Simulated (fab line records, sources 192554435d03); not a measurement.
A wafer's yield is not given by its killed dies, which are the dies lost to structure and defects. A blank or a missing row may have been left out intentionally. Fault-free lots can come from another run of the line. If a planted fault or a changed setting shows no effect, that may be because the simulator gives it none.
fab line records    flow n5_finfet
record: lots: 10  wafers: 28  last_day: 17
route steps=1938 shown DUMMY_GATE@247 SPACER0@258 SD_EPI_N@268 BEOL_M4@1111 PASSIVATION@1936
lots with no fault: from the same line, run without faults
start_h: hours from the record's first day to the start of the lot's first wafer shown    wait_h: hours from the lot's prior step to this one    " as in the row above    L1.1+2: a row that stands for several wafers    - either no value or no given start    * or withheld: withheld    < > ~ a bound
route shown NAME@n: a module of which the file shows steps, and the number in the route of the first    usual: mean/standard deviation of fault-free wafers    same: alike in all rows    chamber/n: place in a boat    sites: each site's reading    _std_site: standard deviation of those values    _edge_site: mean of outer sites minus mean of inner sites    radius_mm: for every site, how far away it sits from the centre of the wafer    mask NAME#n: copy n    behind: tool/chamber where the wafer was last shaped    hold: why the lot went on hold/how many hours it stayed there/how the hold came to an end    device: the transistor (n, p or np) that didn't switch    end of line: tests run on the same wafers once the route is complete    for a step that has no rows: nothing shown but its recipe    killed: the dies lost at the first sort to structure and to defects; this is not the yield of the wafer    map: a wafer's dies, x killed, . not, _ none there
set.NAME: the setting that was run; set.NAME@STEP: the one run at that earlier step    model.NAME: the simulator's own value behind a step, which no gauge read
one table for each step of the route and one row for each wafer, over a sample of lots
services: when a tool's chamber went out of use (start_h, in hours from the record's first day, below 0 if earlier), for how many hours, and the reason
== steps ==
step: N5_DUMMY_GATE_ETCH_23
recipe: chemistry: HBr/Cl2/O2  HBr_flow_sccm: 150  Cl2_flow_sccm: 80  O2_flow_sccm: 12  bias_w: 102  target_depth_a: 410  time_s: 22.3  target: poly-Si  mask_material: SiO2  pressure_mtorr: 10  icp_w: 800
usual: drypump_motor_current_A: 5.8/0.38  he_backside_leak_sccm: 2.64/0.3  oes_product_au: 1.007/0.016  throttle_valve_pct: 37.4/0.38
lot.wafer  tool       chamber  start_h  wait_h  drypump_motor_current_A  he_backside_leak_sccm  oes_product_au  rf_hours_counter_h  throttle_valve_pct
L883.2     rie_si-04  0        58.43    0.0     5.9                      2.92                   0.975           5                   37.6
L883.5     "          1        "        "       5.2                      2.78                   1.015           -                   37.5
L884.2     rie_si-04  3        69.96    0.0     6.0                      2.53                   1.035           201                 37.3
L884.4     "          1        "        "       5.2                      2.73                   1.018           129                 37.5
L884.5     "          1        "        "       5.3                      2.71                   1.032           -                   37.5
L885.2     rie_si-02  1        70.00    0.0     5.2                      2.47                   1.006           101                 37.7
L885.6     "          2        "        "       6.0                      3.08                   1.003           -                   36.9
L886.2     rie_si-04  0        79.71    0.0     5.9                      4.47                   0.979           5                   37.6
L886.3     "          1        "        "       5.2                      2.78                   1.020           129                 37.5
L886.4     "          0        "        "       5.9                      2.92                   0.975           -                   37.6
L887.1     rie_si-03  2        91.73    0.0     5.9                      2.39                   0.982           142                 37.8
L887.2     "          1        "        "       5.7                      2.48                   1.011           9                   37.7
L887.6     "          3        "        "       5.4                      2.44                   0.997           -                   37.0
L889.1     rie_si-02  2        96.29    0.0     6.1                      2.84                   1.013           125                 36.8
L889.2     "          1        "        "       5.2                      2.50                   1.011           101                 37.7
L889.4     "          0        "        "       6.3                      2.21                   1.006           113                 36.9
L898.1     rie_si-03  2        147.72   0.0     6.0                      2.37                   0.996           143                 37.8
L898.2     "          1        "        "       5.7                      2.42                   1.012           10                  37.7
L898.4     "          0        "        "       5.5                      2.50                   1.027           -                   36.5
L901.2     rie_si-04  0        167.78   0.0     5.9                      2.67                   0.995           7                   37.6
L901.4     "          2        "        "       6.1                      2.57                   1.009           1                   37.6
L901.5     "          0        "        "       5.9                      2.79                   0.993           -                   37.6
L902.1     rie_si-02  1        174.60   0.0     5.2                      2.62                   0.996           103                 37.7
L902.3     "          3        "        "       6.6                      2.40                   0.997           55                  37.4
L902.6     "          1        "        "       5.2                      2.65                   0.994           -                   37.7
L903.1     rie_si-02  0        182.36   0.0     6.3                      2.20                   0.993           115                 36.9
L903.2     "          1        "        "       5.2                      2.44                   1.005           103                 37.7
L903.4     "          2        "        "       6.0                      3.01                   1.007           127                 36.8
step: N5_SPACER0_ALD_07
recipe: material: SiNx  target_thk_a: 20  temp_c: 400  ald_precursor_family: SiH2I2  ald_co_reactant: N2/H2-plasma  pressure_torr: 2
usual: heater_power_w: 856/140  susceptor_temp_C: 399.99/0.22
lot.wafer  tool        chamber  start_h  wait_h  heater_power_w  susceptor_temp_C
L883.2     ald_sin-02  1        58.98    0.0     852             399.79
L883.5     "           1        "        "       859             399.74
L884.2     ald_sin-04  3        70.45    0.0     738             400.30
L884.4     "           2        "        "       587             400.17
L884.5     "           2        "        "       581             400.04
L885.2     ald_sin-03  3        70.54    0.0     917             400.32
L885.6     "           0        "        "       881             400.22
L886.2     ald_sin-04  0        80.20    0.0     1109            400.46
L886.3     "           2        "        "       606             400.21
L886.4     "           3        "        "       749             399.87
L887.1     ald_sin-04  3        93.38    1.1     743             399.86
L887.2     "           0        "        "       1094            400.12
L887.6     "           0        "        "       1101            399.83
L889.1     ald_sin-04  0        97.02    0.3     1078            400.10
L889.2     "           3        "        "       775             400.14
L889.4     "           2        "        "       581             399.58
L898.1     ald_sin-02  0        148.89   0.7     865             400.28
L898.2     "           3        "        "       788             400.38
L898.4     "           1        "        "       899             399.88
L901.2     ald_sin-02  0        168.35   0.0     857             400.17
L901.4     "           1        "        "       891             399.73
L901.5     "           3        "        "       822             400.04
L902.1     ald_sin-04  1        175.10   0.0     747             399.76
L902.3     "           0        "        "       1082            400.04
L902.6     "           0        "        "       1101            399.61
L903.1     ald_sin-03  0        184.62   1.8     874             399.83
L903.2     "           2        "        "       973             399.72
L903.4     "           3        "        "       904             399.88
step: N5_SD_EPI_N_PEB_07
recipe: peb_temp_c: 110  peb_time_s: 60  resist: CAR-ArF-block
usual: chill_plate_temp_C: 22.97/0.1  heater_power_total_W: 175.2/1.6  plate_temp_C: 110.03/0.13
lot.wafer  tool            chamber  start_h  wait_h  chill_plate_temp_C  heater_power_total_W  plate_temp_C
L883.2     litho_track-02  0        59.88    0.0     22.89               177.5                 110.24
L883.5     "               0        "        "       22.91               173.3                 110.16
L884.2     litho_track-02  0        71.35    0.0     22.93               173.4                 109.95
L884.4     "               0        "        "       22.87               174.1                 109.85
L884.5     "               0        "        "       22.86               173.8                 109.91
L885.2     litho_track-03  0        71.51    0.0     23.04               173.0                 109.96
L885.6     "               0        "        "       23.00               174.0                 110.12
L886.2     litho_track-03  0        81.10    0.0     22.89               177.6                 110.17
L886.3     "               0        "        "       22.76               176.6                 110.29
L886.4     "               0        "        "       22.97               174.0                 110.13
L887.1     litho_track-03  0        94.16    0.1     23.00               175.2                 111.00
L887.2     "               0        "        "       22.93               176.8                 110.92
L887.6     "               0        "        "       22.94               176.6                 110.97
L889.1     litho_track-03  0        97.79    0.1     23.28               175.1                 111.08
L889.2     "               0        "        "       23.14               177.0                 111.14
L889.4     "               0        "        "       23.22               178.3                 111.10
L898.1     litho_track-02  0        149.66   0.1     23.01               177.6                 110.07
L898.2     "               0        "        "       22.89               175.1                 110.14
L898.4     "               0        "        "       23.03               174.0                 109.99
L901.2     litho_track-02  0        169.25   0.0     22.81               176.5                 109.96
L901.4     "               0        "        "       23.03               177.3                 110.08
L901.5     "               0        "        "       22.89               173.1                 110.13
L902.1     litho_track-02  0        175.87   0.1     23.04               175.1                 110.05
L902.3     "               0        "        "       23.04               176.8                 110.14
L902.6     "               0        "        "       23.04               173.9                 109.94
L903.1     litho_track-03  0        185.52   0.1     22.89               176.5                 110.34
L903.2     "               0        "        "       22.85               173.8                 109.75
L903.4     "               0        "        "       23.05               176.4                 110.13
step: N5_SD_EPI_N_CD_MEAS_09
recipe: target_cd_nm: 120  landing_energy_ev: 500  detector: se_inlens
usual: cd_nm: 120.2/0.73
lot.wafer  tool       chamber  start_h  wait_h  cd_nm
L883.2     cd_sem-03  0        59.95    -       120.4
L883.5     "          0        "        "       120.1
L884.2     cd_sem-02  0        71.42    -       120.2
L884.4     "          0        "        "       120.4
L884.5     "          0        "        "       120.3
L885.2     cd_sem-03  0        71.58    -       120.0
L885.6     "          0        "        "       120.1
L886.2     cd_sem-02  0        81.16    -       120.5
L886.3     "          0        "        "       121.4
L886.4     "          0        "        "       120.5
L887.1     cd_sem-01  0        94.22    -       123.5
L887.2     "          0        "        "       122.8
L887.6     "          0        "        "       122.9
L889.1     cd_sem-02  0        97.86    -       122.5
L889.2     "          0        "        "       123.6
L889.4     "          0        "        "       122.0
L898.1     cd_sem-01  0        149.73   -       119.6
L898.2     "          0        "        "       120.7
L898.4     "          0        "        "       119.8
L901.2     cd_sem-02  0        169.32   -       118.0
L901.4     "          0        "        "       119.6
L901.5     "          0        "        "       120.0
L902.1     cd_sem-03  0        175.94   -       119.7
L902.3     "          0        "        "       119.7
L902.6     "          0        "        "       120.3
L903.1     cd_sem-02  0        185.59   -       119.3
L903.2     "          0        "        "       120.8
L903.4     "          0        "        "       120.1
step: N5_SD_EPI_N_INSPECT_11
recipe: mode: adi  inspect_instrument: macro
usual: raw_defect_count: 2.0/1.6
lot.wafer  tool               chamber  start_h  wait_h  raw_defect_count
L883.2     defect_inspect-02  -        60.00    0.0     1
L883.5     "                  -        "        "       2
L884.2     defect_inspect-02  -        71.47    0.0     1
L884.4     "                  -        "        "       1
L884.5     "                  -        "        "       0
L885.2     defect_inspect-01  -        71.63    0.0     2
L885.6     "                  -        "        "       2
L886.2     defect_inspect-02  -        81.22    0.0     0
L886.3     "                  -        "        "       3
L886.4     "                  -        "        "       1
L887.1     defect_inspect-01  -        94.28    0.0     3
L887.2     "                  -        "        "       2
L887.6     "                  -        "        "       1
L889.1     defect_inspect-02  -        97.91    0.0     1
L889.2     "                  -        "        "       6
L889.4     "                  -        "        "       0
L898.1     defect_inspect-02  -        149.78   0.0     3
L898.2     "                  -        "        "       3
L898.4     "                  -        "        "       3
L901.2     defect_inspect-01  -        169.37   0.0     1
L901.4     "                  -        "        "       2
L901.5     "                  -        "        "       5
L902.1     defect_inspect-01  -        176.00   0.0     2
L902.3     "                  -        "        "       1
L902.6     "                  -        "        "       2
L903.1     defect_inspect-02  -        185.64   0.0     4
L903.2     "                  -        "        "       1
L903.4     "                  -        "        "       2
step: N5_BEOL_M4_RC_MEAS_101
usual: DIBL_N: 36.3/1.7  DIBL_P: 36.0/1.9  IOFF_N: 0.156/0.028  IOFF_P: 0.21/0.036  ION_N: 675/11  ION_P: 463/7.8  SS_N: 71.6/0.59  SS_P: 73.2/0.63  VT_N: 250/3.1  VT_P: -251/3.4
lot.wafer  tool       chamber  start_h  wait_h  DIBL_N[mV/V]  DIBL_P[mV/V]  IOFF_N[nA/um]  IOFF_P[nA/um]  ION_N[uA/um]  ION_P[uA/um]  SS_N[mV/dec]  SS_P[mV/dec]  VT_N[mV]  VT_P[mV]
L883.2     prober-01  0        175.46   0.2     36.3          36.5          0.166          0.22           681           471           72.3          73.6          250       -249
L883.5     "          0        "        "       35.4          36.5          0.161          0.21           682           468           72.3          72.4          246       -252
L884.2     prober-02  0        184.73   0.2     38.1          37.9          0.190          0.24           682           470           71.2          73.5          248       -252
L884.4     "          0        "        "       34.3          32.5          0.127          0.17           680           463           70.5          72.5          251       -256
L884.5     "          0        "        "       36.9          36.6          0.170          0.22           688           466           71.9          73.9          250       -253
L885.2     prober-01  0        193.43   0.2     38.3          36.7          0.177          0.25           682           462           72.0          73.4          245       -245
L885.6     "          0        "        "       36.6          35.7          0.146          0.21           673           465           71.5          73.1          249       -248
L886.2     prober-02  0        193.92   0.2     34.2          33.5          0.128          0.19           673           464           71.0          72.3          250       -252
L886.3     "          0        "        "       35.6          35.0          0.146          0.22           661           457           71.8          72.8          252       -249
L886.4     "          0        "        "       36.1          34.7          0.155          0.21           667           461           71.4          72.6          251       -248
L887.1     prober-01  0        204.34   0.0     36.3          37.5          0.164          0.21           691           468           72.1          73.4          250       -250
L887.2     "          0        "        "       37.5          37.5          0.196          0.22           695           465           72.2          74.0          247       -251
L887.6     "          0        "        "       36.8          37.1          0.170          0.21           673           461           71.6          73.6          251       -250
L889.1     prober-02  0        204.67   0.0     34.3          33.6          0.128          0.17           674           460           70.8          72.6          253       -251
L889.2     "          0        "        "       34.4          34.0          0.122          0.17           663           451           71.3          73.4          252       -254
L889.4     "          0        "        "       38.4          38.9          0.192          0.25           678           458           72.2          74.0          247       -249
L898.1     prober-02  0        261.07   0.0     34.7          35.2          0.133          0.18           671           453           71.5          73.1          253       -251
L898.2     "          0        "        "       34.9          35.9          0.141          0.19           669           463           71.5          73.3          252       -254
L898.4     "          0        "        "       35.6          35.2          0.151          0.18           667           458           71.8          73.2          254       -253
L902.1     prober-01  0        298.73   0.0     36.7          35.2          0.144          0.20           683           471           71.3          73.2          250       -248
L902.3     "          0        "        "       34.6          33.2          0.118          0.18           669           463           70.9          72.8          254       -251
L902.6     "          0        "        "       36.0          34.7          0.136          0.20           680           471           71.5          72.8          252       -249
L901.2     prober-02  0        299.00   0.2     37.6          37.5          0.179          0.24           679           465           71.9          73.8          246       -247
L901.4     "          0        "        "       36.6          35.7          0.157          0.22           679           470           71.0          72.6          248       -249
L901.5     "          0        "        "       37.2          36.1          0.168          0.23           686           477           72.1          72.5          246       -248
L903.1     prober-01  0        303.27   0.0     32.7          32.4          0.120          0.14           667           453           71.0          72.6          255       -255
L903.2     "          0        "        "       35.5          37.1          0.155          0.19           666           458           71.5          73.3          254       -253
L903.4     "          0        "        "       33.7          34.0          0.130          0.16           675           455           70.1          72.8          254       -254
step: N5_PASSIVATION_PROBE_49
usual: defect_limited_yield: 91.5/1.5  killed_at_M0_to_M3: 30/11  killed_at_M4_up: 13/4.9  killed_at_contacts: 14/6.5  killed_at_front_end: 40/11  killed_at_other: 3.3/2.7  killed_dies: 100/18  killed_open: 67/14  killed_short: 32/7.8  sort_bin_5_function: 5.0/0.97  sort_bin_6_memory: 3.2/0.75  sort_n_pass: 1080/18  sort_yield_pct: 91.5/1.5
same: gross_dies: 1180  killed_at_back_side: 0  sort_bin_4_leakage[%]: 0  sort_bin_8_speed[%]: 0
lot.wafer  tool       chamber  start_h  wait_h  defect_limited_yield[%]  killed_at_M0_to_M3  killed_at_M4_up  killed_at_contacts  killed_at_front_end  killed_at_other  killed_dies  killed_open  killed_short  sort_bin_5_function[%]  sort_bin_6_memory[%]  sort_n_pass  sort_yield_pct[%]
L887.6     prober-02  -        316.44   0.3     90.3                     40                  9                12                  54                   0                115          62           37            5.6                     2.6                   1065         90.3
killed by level:class
L887.6 HKMG_FIN:area_etch=14 BEOL_M0_SAQP:geometric_particle:short=11 BEOL_M0_SAQP:geometric_particle:open=11 STI_FIN_REVEAL:geometric_particle:open=10 MOL_CONTACT_COAG:geometric_particle:open=9 FIN_SAQP:geometric_particle:open=8 BEOL_M3:geometric_particle:open=5 BEOL_M2:geometric_particle:open=5
== services ==
tool            chamber  start_h  hours  kind
ald_sin-04      2        40.90    1.7    repair
ald_sin-02      0        43.97    33.2   repair
rie_si-02       -        49.31    14.6   pm
ald_sin-03      1        69.78    1.8    repair
rie_si-04       3        76.78    -      clean
rie_si-04       3        76.78    17.6   scheduled_down
rie_si-04       3        76.78    17.6   vent_cycle
litho_track-03  -        79.56    -      consumable_replace:filter
ald_sin-02      -        85.25    14.0   pm
rie_si-04       2        94.36    -      clean
rie_si-04       2        94.36    16.9   scheduled_down
rie_si-04       3        105.30   6.4    repair
rie_si-04       2        111.45   2.5    repair
ald_sin-02      1        114.16   11.5   repair
rie_si-02       2        133.76   5.6    repair
ald_sin-02      0        134.15   1.8    repair
rie_si-03       3        147.08   9.5    repair
rie_si-03       -        152.46   0.6    repair
ald_sin-04      -        178.15   14.0   pm
ald_sin-04      0        178.15   14.0   vent_cycle
ald_sin-04      1        178.15   14.0   vent_cycle
ald_sin-04      2        178.15   14.0   vent_cycle
ald_sin-04      3        178.15   14.0   vent_cycle
ald_sin-03      1        184.49   81.6   repair
== key ==
first_sign: step: N5_SD_EPI_N_PEB_07  reading: plate_temp_C  direction: up  sigmas: 7.7  usual: *  struck: *
effect: step: N5_SD_EPI_N_CD_MEAS_09  reading: cd_nm  direction: up  sigmas: 3.7  usual: 120.2  struck: 122.9  through: control_loop
met_at N5_SD_EPI_N_PEB_07
struck_lots L887,L889
loop_trim: step: N5_SD_EPI_N_EXPOSE_06  setting: dose  lots: L889
baseline_loss: step: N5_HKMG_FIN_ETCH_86  wafers: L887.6
not_acting_at N5_DUMMY_GATE_ETCH_23,N5_SPACER0_ALD_07,N5_SD_EPI_N_INSPECT_11
onset_between 81.10 94.16
fault: kind: process_parameter_drift  tool: litho_track-03  chamber: -  onset_h: 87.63  steps: N5_SD_EPI_N_PEB_07  channel: peb_temp_c  offset: *  shape: step  end_h: 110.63  acts_in: *  stated: *
loop_trim: a control loop set the setting to another value than it would have without faults
baseline_loss: these wafers lose ten dies or more at that step, a loss of the line's own and not of a fault; the sort's usual values leave them out
